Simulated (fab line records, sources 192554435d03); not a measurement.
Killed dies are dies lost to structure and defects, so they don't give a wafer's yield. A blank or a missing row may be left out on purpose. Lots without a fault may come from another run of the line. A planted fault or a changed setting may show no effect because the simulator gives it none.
Chamber matching | flow n5_finfet | N5_BEOL_M3_ETCH_69 on rie_diel-04: 4 sister chambers
The step etches SiARC in CF4, target depth 15.6 nm, time 26 s. 4 wafers are shown with their chamber, then 8 later ones without.

WAFERS WITH THEIR CHAMBER
wafer  | chamber | showerhead_plenum_p_Torr (Torr)
L083.2 | 0       | 2.06
L084.2 | 2       | 2.28
L084.3 | 1       | 2.08
L085.2 | 3       | 2.13

WAFERS WITHOUT THEIR CHAMBER
wafer  | showerhead_plenum_p_Torr (Torr)
L085.3 | 2.08
L085.6 | 2.08
L086.3 | 2.28
L086.4 | 2.05
L086.6 | 2.05
L089.1 | 2.08
L089.3 | 2.28
L089.4 | 2.05

WHICH CHAMBER EACH WENT THROUGH
wafer  | from the rows above | in truth
L085.3 | 1                   | 1
L085.6 | 1                   | 1
L086.3 | 2                   | 2
L086.4 | 0                   | 0
L086.6 | 0                   | 0
L089.1 | 1                   | 1
L089.3 | 2                   | 2
L089.4 | 0                   | 0
Placed correctly: 8 of 8. Can't be placed from these rows: 0. Placed wrongly: 0.
How it was worked out, from the rows above alone: a wafer's distance from a chamber is the root of the sum, over the readings, of the square of ((its reading less the chamber's mean) divided by the reading's scatter). The wafer belongs to the nearest chamber; if the next one is less than 2 further off, it can't be placed. A chamber's mean is the mean of its shown wafers. The scatter: with one shown wafer a chamber, the root of the mean of the squares of how far each hidden wafer lies from its nearest shown one.
